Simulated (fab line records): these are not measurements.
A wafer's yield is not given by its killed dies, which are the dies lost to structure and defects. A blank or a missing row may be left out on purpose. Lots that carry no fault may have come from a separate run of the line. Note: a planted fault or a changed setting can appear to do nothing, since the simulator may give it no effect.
Chamber matching || flow n5 finfet || N5_BEOL_M1_ETCH_64 on rie diel-05 has 4 sister chambers
The step etches SOC in N2/H2, target depth 75 nm, overetch 15 nm, time 112.5 s. 16 wafers are shown with their chamber, then 8 later ones without.

## WAFERS WITH THEIR CHAMBER
{"wafer": "L074.2", "chamber": 2, "showerhead plenum p Torr (Torr)": 2.63, "throttle valve pct (%)": 18.00, "oes product au (a.u.)": 0.59}
{"wafer": "L074.3", "chamber": 3, "showerhead plenum p Torr (Torr)": 2.71, "throttle valve pct (%)": 17.81, "oes product au (a.u.)": 0.69}
{"wafer": "L074.5", "chamber": 2, "showerhead plenum p Torr (Torr)": 2.63, "throttle valve pct (%)": 18.01, "oes product au (a.u.)": 0.59}
{"wafer": "L078.1", "chamber": 3, "showerhead plenum p Torr (Torr)": 2.71, "throttle valve pct (%)": 17.84, "oes product au (a.u.)": 0.68}
{"wafer": "L078.3", "chamber": 1, "showerhead plenum p Torr (Torr)": 2.65, "throttle valve pct (%)": 17.86, "oes product au (a.u.)": 0.58}
{"wafer": "L078.5", "chamber": 3, "showerhead plenum p Torr (Torr)": 2.71, "throttle valve pct (%)": 17.84, "oes product au (a.u.)": 0.68}
{"wafer": "L080.1", "chamber": 3, "showerhead plenum p Torr (Torr)": 2.71, "throttle valve pct (%)": 17.84, "oes product au (a.u.)": 0.68}
{"wafer": "L080.3", "chamber": 0, "showerhead plenum p Torr (Torr)": 2.57, "throttle valve pct (%)": 18.12, "oes product au (a.u.)": 0.64}
{"wafer": "L080.4", "chamber": 1, "showerhead plenum p Torr (Torr)": 2.65, "throttle valve pct (%)": 17.87, "oes product au (a.u.)": 0.59}
{"wafer": "L082.1", "chamber": 1, "showerhead plenum p Torr (Torr)": 2.65, "throttle valve pct (%)": 17.86, "oes product au (a.u.)": 0.58}
{"wafer": "L082.3", "chamber": 2, "showerhead plenum p Torr (Torr)": 2.62, "throttle valve pct (%)": 18.03, "oes product au (a.u.)": 0.58}
{"wafer": "L082.4", "chamber": 0, "showerhead plenum p Torr (Torr)": 2.57, "throttle valve pct (%)": 18.13, "oes product au (a.u.)": 0.64}
{"wafer": "L085.3", "chamber": 0, "showerhead plenum p Torr (Torr)": 2.57, "throttle valve pct (%)": 18.14, "oes product au (a.u.)": 0.64}
{"wafer": "L085.4", "chamber": 1, "showerhead plenum p Torr (Torr)": 2.64, "throttle valve pct (%)": 17.87, "oes product au (a.u.)": 0.58}
{"wafer": "L085.6", "chamber": 3, "showerhead plenum p Torr (Torr)": 2.70, "throttle valve pct (%)": 17.88, "oes product au (a.u.)": 0.66}
{"wafer": "L090.1", "chamber": 2, "showerhead plenum p Torr (Torr)": 2.62, "throttle valve pct (%)": 18.07, "oes product au (a.u.)": 0.57}

SIGNATURES (averages over the wafers above)
{"reading": "showerhead plenum p Torr", "chamber 0": 2.5700, "chamber 1": 2.6475, "chamber 2": 2.6250, "chamber 3": 2.7080, "scatter within a chamber": 0.00461}
{"reading": "throttle valve pct", "chamber 0": 18.1300, "chamber 1": 17.8650, "chamber 2": 18.0275, "chamber 3": 17.8420, "scatter within a chamber": 0.0217}
{"reading": "oes product au", "chamber 0": 0.6400, "chamber 1": 0.5825, "chamber 2": 0.5825, "chamber 3": 0.6780, "scatter within a chamber": 0.00832}
Rule: for each reading, subtract the chamber's mean from the wafer's reading, divide by that reading's scatter and square the result; add these up over the readings and take the root, which gives the wafer's distance from the chamber. If the next closest chamber is less than 2 further off than the closest, the wafer can't be placed; otherwise it belongs to the closest. The scatter is the square root of a quotient: the sum, over the shown wafers, of each reading's squared deviation from its chamber's mean, divided by wafers minus chambers.

## WAFERS MISSING THEIR CHAMBER
{"wafer": "L090.2", "showerhead plenum p Torr (Torr)": 2.70, "throttle valve pct (%)": 17.89, "oes product au (a.u.)": 0.65}
{"wafer": "L090.4", "showerhead plenum p Torr (Torr)": 2.64, "throttle valve pct (%)": 17.88, "oes product au (a.u.)": 0.57}
{"wafer": "L094.1", "showerhead plenum p Torr (Torr)": 2.61, "throttle valve pct (%)": 18.06, "oes product au (a.u.)": 0.57}
{"wafer": "L094.3", "showerhead plenum p Torr (Torr)": 2.70, "throttle valve pct (%)": 17.88, "oes product au (a.u.)": 0.65}
{"wafer": "L094.4", "showerhead plenum p Torr (Torr)": 2.64, "throttle valve pct (%)": 17.90, "oes product au (a.u.)": 0.57}
{"wafer": "L095.1", "showerhead plenum p Torr (Torr)": 2.64, "throttle valve pct (%)": 17.91, "oes product au (a.u.)": 0.57}
{"wafer": "L095.2", "showerhead plenum p Torr (Torr)": 2.56, "throttle valve pct (%)": 18.17, "oes product au (a.u.)": 0.62}
{"wafer": "L095.5", "showerhead plenum p Torr (Torr)": 2.61, "throttle valve pct (%)": 18.08, "oes product au (a.u.)": 0.57}

## CHAMBER TAKEN BY EACH
{"wafer": "L090.2", "from the rows above": 3, "in truth": 3}
{"wafer": "L090.4", "from the rows above": 1, "in truth": 1}
{"wafer": "L094.1", "from the rows above": 2, "in truth": 2}
{"wafer": "L094.3", "from the rows above": 3, "in truth": 3}
{"wafer": "L094.4", "from the rows above": 1, "in truth": 1}
{"wafer": "L095.1", "from the rows above": 1, "in truth": 1}
{"wafer": "L095.2", "from the rows above": 0, "in truth": 0}
{"wafer": "L095.5", "from the rows above": 2, "in truth": 2}
Correct placement for 8 of the 8. From these rows, 0 cannot be placed. Number placed wrongly: 0.
